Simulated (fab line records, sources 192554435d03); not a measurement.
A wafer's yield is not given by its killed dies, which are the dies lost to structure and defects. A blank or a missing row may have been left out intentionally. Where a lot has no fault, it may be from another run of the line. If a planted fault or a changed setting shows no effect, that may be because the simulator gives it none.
fab line records -- flow n5_finfet -- part 2 of 2: steps 23 to 36 of 36
record: lots: 5, wafers: 15, last_day: 17
route steps=1938 shown BEOL_M13@1710 BEOL_M14@1716
lots that met no fault: from a run of the same line without faults
start_h: start of the lot's first displayed wafer, in hours after the record's first day -- wait_h: hours since the lot's step before -- " the same as in the row above -- L1.1+2: a row that stands for several wafers -- - value missing, or start not given -- * or withheld: withheld -- < > ~ a bound
route shown NAME@n: names a module that has steps shown in the file, with the first one's number in the route -- usual: mean/standard deviation taken from wafers without a fault -- same: alike in all rows -- chamber/n: place in a boat -- sites: per-site readings -- _std_site: standard deviation of those values -- _edge_site: mean of outer sites minus mean of inner sites -- radius_mm: for every site, how far away it sits from the centre of the wafer -- mask NAME#n: copy n -- behind: the last tool/chamber to shape the wafer -- hold: why the lot went on hold/how many hours it stayed there/how the hold came to an end -- device: which transistor (n, p or np) failed to switch -- end of line: the same wafers' tests at the end of the route -- a step without rows: its recipe alone -- killed: count of dies lost to structure and defects at first sort (not the wafer's yield) -- map: the dies of a wafer, with x for killed, . for not killed, _ for no die there
set.NAME: the run value of the setting; set.NAME@STEP: its run value at that earlier step -- model.NAME: the simulator's own value behind a step, which no gauge read
certain route steps with their lots: each step a table, each wafer a row
services: the hour from which a tool's chamber was out of use, counted from the record's first day as start_h (under 0 if before that day), plus the number of hours and why
== steps ==
step: N5_BEOL_M14_STRIP_63
recipe: chemistry: O2, power_w: 600, temp_c: 60, pressure_mtorr: 30, rf_frequency_hz: 6e+07, bias_power_w: 0, overash_fraction: 0.3, o2_flow_sccm: 225
usual: drypump_motor_current_A: 5.9/0.49, oes_product_au: 0.83/0.094, rf_vpp_V: 3.7/0.84, showerhead_plenum_p_Torr: 2.08/0.091, throttle_valve_pct: 16.56/0.2
lot.wafer,tool,chamber,start_h,wait_h,drypump_motor_current_A,oes_product_au,rf_hours_counter_h,rf_vpp_V,showerhead_plenum_p_Torr,throttle_valve_pct
L075.1,rie_diel-05,3,-,-,5.6,1.00,3,3.3,2.05,16.45
L075.3,rie_diel-05,0,-,-,5.7,0.95,7,2.7,2.27,16.59
L075.5,rie_diel-05,1,-,-,6.1,0.83,-,3.3,2.05,16.43
L080.2,rie_diel-06,3,-,-,6.5,0.82,91,4.0,2.01,16.49
L080.4,rie_diel-06,0,-,-,6.6,0.90,17,3.2,2.05,16.48
L080.5,rie_diel-06,1,-,-,6.0,0.95,-,3.7,2.07,16.71
L081.3,rie_diel-04,0,-,-,5.6,0.91,22,3.2,2.25,16.38
L081.4,rie_diel-04,1,-,-,5.2,0.67,226,4.8,2.00,16.47
L081.6,rie_diel-04,0,-,-,5.6,0.93,-,2.9,2.25,16.33
L091.2,rie_diel-04,0,-,-,5.6,0.87,51,3.2,2.24,16.39
L091.3,rie_diel-04,1,-,-,5.2,0.65,255,4.6,1.99,16.55
L091.4,rie_diel-04,1,-,-,5.3,0.65,-,3.2,1.99,16.56
L095.1,rie_diel-05,2,-,-,5.1,0.90,20,4.3,2.14,16.17
L095.2,rie_diel-05,3,-,-,5.6,0.89,51,5.4,2.03,16.54
L095.4,rie_diel-05,1,-,-,6.0,0.76,115,3.9,2.04,16.53
step: N5_BEOL_M14_STRIP_64
recipe: chemistry: O2, power_w: 600, temp_c: 60, pressure_mtorr: 30, rf_frequency_hz: 6e+07, bias_power_w: 0, overash_fraction: 0.3, o2_flow_sccm: 225
usual: drypump_motor_current_A: 5.9/0.49, oes_product_au: 0.83/0.093, rf_vpp_V: 3.6/0.55, showerhead_plenum_p_Torr: 2.08/0.091, throttle_valve_pct: 16.55/0.2
lot.wafer,tool,chamber,start_h,wait_h,drypump_motor_current_A,oes_product_au,rf_hours_counter_h,rf_vpp_V,showerhead_plenum_p_Torr,throttle_valve_pct
L075.1,rie_diel-05,3,-,-,5.6,1.01,3,3.2,2.05,16.44
L075.3,rie_diel-05,0,-,-,5.7,0.94,7,3.9,2.27,16.61
L075.5,rie_diel-05,1,-,-,6.0,0.83,-,3.5,2.05,16.42
L080.2,rie_diel-06,3,-,-,6.5,0.82,91,4.2,2.01,16.49
L080.4,rie_diel-06,0,-,-,6.6,0.92,17,4.6,2.05,16.51
L080.5,rie_diel-06,1,-,-,6.0,0.96,-,4.6,2.07,16.71
L081.3,rie_diel-04,0,-,-,5.6,0.90,22,3.5,2.25,16.35
L081.4,rie_diel-04,1,-,-,5.2,0.67,226,4.8,2.00,16.49
L081.6,rie_diel-04,0,-,-,5.6,0.91,-,3.7,2.25,16.34
L091.2,rie_diel-04,0,-,-,5.6,0.87,51,3.7,2.24,16.39
L091.3,rie_diel-04,1,-,-,5.2,0.65,255,3.4,1.99,16.54
L091.4,rie_diel-04,1,-,-,5.2,0.65,-,3.8,1.99,16.56
L095.1,rie_diel-05,2,-,-,5.1,0.89,20,2.9,2.14,16.17
L095.2,rie_diel-05,3,-,-,5.6,0.88,51,2.9,2.03,16.55
L095.4,rie_diel-05,1,-,-,6.1,0.77,115,2.9,2.04,16.52
step: N5_BEOL_M14_STRIP_71
recipe: chemistry: post_etch_residue_remover, time_s: 60, temp_c: 25, remover_ph: withheld, remover_water_wt_pct: withheld, remover_fluoride_wt_pct: withheld
lot.wafer,tool,chamber,start_h,wait_h
L075.1+3+5,wet_bench-06,"6,7,3",238.58,-
L080.2+4+5,wet_bench-06,"1,6,0",273.89,-
L081.3+4+6,wet_bench-05,"2,7,6",286.40,-
L091.2+3+4,wet_bench-05,"0,7,4",357.09,-
L095.1+2+4,wet_bench-01,"3,4,5",386.48,-
step: N5_BEOL_M14_SRD_72
recipe: time_s: 30, temp_c: 23, rinse_liquid: diw, dry: n2_spin, spin_rpm: 1500, dry_time_s: 30
lot.wafer,tool,chamber,start_h,wait_h
L075.1+3+5,wet_bench-06,"6,7,3",238.60,0.0
L080.2+4+5,wet_bench-06,"1,6,0",273.91,0.0
L081.3+4+6,wet_bench-05,"2,7,6",286.42,0.0
L091.2+3+4,wet_bench-05,"0,7,4",357.10,0.0
L095.1+2+4,wet_bench-01,"3,4,5",386.50,0.0
step: N5_BEOL_M14_CD_MEAS_17
recipe: target_cd_nm: 250, polarity: opening
usual: cd_nm: 250.3/2.5
lot.wafer,tool,chamber,start_h,wait_h,cd_nm
L075.1,cd_sem-01,-,238.64,0.0,246.6
L075.3,cd_sem-01,-,238.64,0.0,251.7
L075.5,cd_sem-01,-,238.64,0.0,252.5
L080.2,cd_sem-01,-,273.95,0.0,254.0
L080.4,cd_sem-01,-,273.95,0.0,247.5
L080.5,cd_sem-01,-,273.95,0.0,251.7
L081.3,cd_sem-02,-,286.46,0.0,251.3
L081.4,cd_sem-02,-,286.46,0.0,252.8
L081.6,cd_sem-02,-,286.46,0.0,248.2
L091.2,cd_sem-03,-,357.15,0.0,245.1
L091.3,cd_sem-03,-,357.15,0.0,252.4
L091.4,cd_sem-03,-,357.15,0.0,250.6
L095.1,cd_sem-02,-,386.54,0.0,250.2
L095.2,cd_sem-02,-,386.54,0.0,245.9
L095.4,cd_sem-02,-,386.54,0.0,254.1
step: N5_BEOL_M14_COAT_65
recipe: resist: SOC, temp_c: 250, time_s: 60, spin_rpm: 1500, resist_thk_nm: 450
lot.wafer,tool,chamber,start_h,wait_h
L075.1+3+5,litho_track-03,0,238.67,0.0
L080.2+4+5,litho_track-03,0,273.99,0.0
L081.3+4+6,litho_track-03,0,286.50,0.0
L091.2+3+4,litho_track-03,0,357.18,0.0
L095.1+2+4,litho_track-04,0,386.57,0.0
step: N5_BEOL_M14_COAT_66
recipe: resist: SiARC, temp_c: 220, time_s: 60, spin_rpm: 1500, resist_thk_nm: 110
lot.wafer,tool,chamber,start_h,wait_h
L075.1+3+5,litho_track-03,0,-,-
L080.2+4+5,litho_track-03,0,-,-
L081.3+4+6,litho_track-03,0,-,-
L091.2+3+4,litho_track-03,0,-,-
L095.1+2+4,litho_track-04,0,-,-
step: N5_BEOL_M14_COAT_22
recipe: spin_rpm: 2888, resist_thk_nm: 300
lot.wafer,tool,chamber,start_h,wait_h
L075.1+3+5,litho_track-03,0,-,-
L080.2+4+5,litho_track-03,0,-,-
L081.3+4+6,litho_track-03,0,-,-
L091.2+3+4,litho_track-03,0,-,-
L095.1+2+4,litho_track-04,0,-,-
step: N5_BEOL_M14_EBR_24
recipe: solvent: PGMEA, ebr_width_mm: 1.5
lot.wafer,tool,chamber,start_h,wait_h
L075.1+3+5,litho_track-03,0,-,-
L080.2+4+5,litho_track-03,0,-,-
L081.3+4+6,litho_track-03,0,-,-
L091.2+3+4,litho_track-03,0,-,-
L095.1+2+4,litho_track-04,0,-,-
step: N5_BEOL_M14_SOFTBAKE_23
recipe: temp_c: 130, time_s: 60
lot.wafer,tool,chamber,start_h,wait_h
L075.1+3+5,litho_track-03,0,-,-
L080.2+4+5,litho_track-03,0,-,-
L081.3+4+6,litho_track-03,0,-,-
L091.2+3+4,litho_track-03,0,-,-
L095.1+2+4,litho_track-04,0,-,-
step: N5_BEOL_M14_EXPOSE_25
recipe: mask_id: M14, na: 0.8, source_shape: annular, sigma_inner: 0.5, sigma_outer: 0.8, polarization: unpolarized, target_cd_nm: 280, dose_mj: 26.6
usual: stage_vel_mm_s: 499.99/0.28
lot.wafer,tool,chamber,start_h,wait_h,mask,stage_vel_mm_s
L075.1,krf_scanner-01,0,238.82,-,M14#0,499.72
L075.3,krf_scanner-01,0,238.82,-,M14#0,499.70
L075.5,krf_scanner-01,0,238.82,-,M14#0,499.82
L080.2,krf_scanner-02,0,274.11,-,M14#0,500.33
L080.4,krf_scanner-02,0,274.11,-,M14#0,500.23
L080.5,krf_scanner-02,0,274.11,-,M14#0,500.36
L081.3,krf_scanner-02,0,286.63,-,M14#0,500.17
L081.4,krf_scanner-02,0,286.63,-,M14#0,500.52
L081.6,krf_scanner-02,0,286.63,-,M14#0,500.18
L091.2,krf_scanner-01,0,357.43,-,M14#0,499.74
L091.3,krf_scanner-01,0,357.43,-,M14#0,499.84
L091.4,krf_scanner-01,0,357.43,-,M14#0,500.16
L095.1,krf_scanner-01,0,386.69,-,M14#0,499.75
L095.2,krf_scanner-01,0,386.69,-,M14#0,499.64
L095.4,krf_scanner-01,0,386.69,-,M14#0,500.03
step: N5_BEOL_M14_PEB_26
recipe: peb_temp_c: 130, peb_time_s: 90
lot.wafer,tool,chamber,start_h,wait_h
L075.1+3+5,litho_track-04,0,238.88,0.1
L080.2+4+5,litho_track-03,0,274.16,0.0
L081.3+4+6,litho_track-03,0,286.67,0.0
L091.2+3+4,litho_track-03,0,357.48,0.0
L095.1+2+4,litho_track-03,0,386.75,0.1
step: N5_BEOL_M14_DEVELOP_27
recipe: develop_time_s: 45, rinse_liquid: diw, dry: air_spin, dev_temp_c: 21
lot.wafer,tool,chamber,start_h,wait_h
L075.1+3+5,litho_track-04,0,-,-
L080.2+4+5,litho_track-03,0,-,-
L081.3+4+6,litho_track-03,0,-,-
L091.2+3+4,litho_track-03,0,-,-
L095.1+2+4,litho_track-03,0,-,-
step: N5_BEOL_M14_HARDBAKE_32
recipe: temp_c: 130, time_s: 120
lot.wafer,tool,chamber,start_h,wait_h
L075.1+3+5,litho_track-04,0,-,-
L080.2+4+5,litho_track-03,0,-,-
L081.3+4+6,litho_track-03,0,-,-
L091.2+3+4,litho_track-03,0,-,-
L095.1+2+4,litho_track-03,0,-,-
== services ==
tool,chamber,start_h,hours,kind
krf_scanner-01,-,221.57,0.8,pm
krf_scanner-02,-,222.94,36.0,pm
rie_diel-05,0,223.81,5.5,repair
cmp-03,-,230.95,1.3,repair
krf_scanner-02,-,258.94,1.0,pm
wet_bench-05,-,265.98,4.4,pm
rie_diel-04,-,266.81,2.4,repair
rie_diel-06,-,267.21,0.6,repair
pecvd-02,-,271.91,2.8,pm
rie_diel-06,-,275.37,4.3,pm
pecvd-03,-,275.45,6.0,pm
rie_diel-06,2,294.86,13.9,repair
krf_scanner-01,-,296.57,0.8,pm
krf_scanner-01,-,300.44,1.3,pm
rie_diel-04,2,302.94,7.1,repair
rie_diel-04,2,310.68,4.4,repair
rie_diel-05,-,333.69,15.6,pm
wet_bench-05,-,338.18,1.9,pm
krf_scanner-01,-,343.38,1.9,repair
rie_diel-04,3,347.13,14.3,repair
rie_diel-06,3,352.68,16.5,repair
krf_scanner-01,-,377.59,0.3,repair
krf_scanner-01,-,378.33,1.0,pm
pecvd-03,1,384.24,4.1,repair
